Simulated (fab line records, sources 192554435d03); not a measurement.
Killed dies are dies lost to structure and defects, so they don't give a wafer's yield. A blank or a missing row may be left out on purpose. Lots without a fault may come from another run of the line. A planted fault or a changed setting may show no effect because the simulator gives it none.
Chamber matching | flow n5_finfet | N5_BEOL_M12_DESCUM_33 on rie_diel-03: 4 sister chambers
The step chemistry O2, time 7.9 s. 16 wafers are shown with their chamber, then 8 later ones without.

WAFERS WITH THEIR CHAMBER
wafer  | chamber | showerhead_plenum_p_Torr (Torr) | throttle_valve_pct (%) | oes_product_au (a.u.)
L997.1 | 2       | 2.11                            | 20.56                  | 0.82
L997.2 | 3       | 2.15                            | 20.60                  | 0.98
L997.6 | 2       | 2.11                            | 20.55                  | 0.82
L100.2 | 3       | 2.14                            | 20.64                  | 0.92
L100.3 | 0       | 2.01                            | 20.45                  | 0.79
L100.6 | 0       | 2.01                            | 20.44                  | 0.80
L107.1 | 0       | 2.00                            | 20.46                  | 0.78
L107.4 | 1       | 2.11                            | 20.27                  | 0.79
L107.6 | 1       | 2.11                            | 20.28                  | 0.79
L109.1 | 2       | 2.10                            | 20.61                  | 0.78
L109.2 | 3       | 2.14                            | 20.62                  | 0.90
L109.5 | 0       | 2.00                            | 20.46                  | 0.78
L110.2 | 2       | 2.10                            | 20.64                  | 0.77
L110.3 | 0       | 2.00                            | 20.48                  | 0.77
L110.6 | 3       | 2.13                            | 20.64                  | 0.87
L114.1 | 0       | 2.00                            | 20.48                  | 0.77

SIGNATURES (means of the wafers above)
reading                  | chamber 0 | chamber 1 | chamber 2 | chamber 3 | scatter within a chamber
showerhead_plenum_p_Torr | 2.0033    | 2.1100    | 2.1050    | 2.1400    | 0.00601
throttle_valve_pct       | 20.4617   | 20.2750   | 20.5900   | 20.6250   | 0.0255
oes_product_au           | 0.7817    | 0.7900    | 0.7975    | 0.9175    | 0.0277
Rule: a wafer's distance from a chamber is the root of the sum, over the readings, of the square of ((its reading less the chamber's mean) divided by the reading's scatter). The wafer belongs to the nearest chamber; if the next one is less than 2 further off, it can't be placed. The scatter: the root of (the sum of the squares of (reading less its chamber's mean) over the shown wafers, divided by (wafers less chambers)).

WAFERS WITHOUT THEIR CHAMBER
wafer  | showerhead_plenum_p_Torr (Torr) | throttle_valve_pct (%) | oes_product_au (a.u.)
L114.2 | 2.13                            | 20.65                  | 0.87
L114.4 | 2.11                            | 20.30                  | 0.78
L115.2 | 2.10                            | 20.65                  | 0.77
L115.4 | 2.13                            | 20.64                  | 0.88
L115.6 | 2.00                            | 20.49                  | 0.77
L119.1 | 2.10                            | 20.64                  | 0.77
L119.5 | 2.13                            | 20.66                  | 0.87
L119.6 | 2.10                            | 20.64                  | 0.77

WHICH CHAMBER EACH WENT THROUGH
wafer  | from the rows above | in truth
L114.2 | 3                   | 3
L114.4 | 1                   | 1
L115.2 | 2                   | 2
L115.4 | 3                   | 3
L115.6 | 0                   | 0
L119.1 | 2                   | 2
L119.5 | 3                   | 3
L119.6 | 2                   | 2
Placed correctly: 8 of 8. Can't be placed from these rows: 0. Placed wrongly: 0.
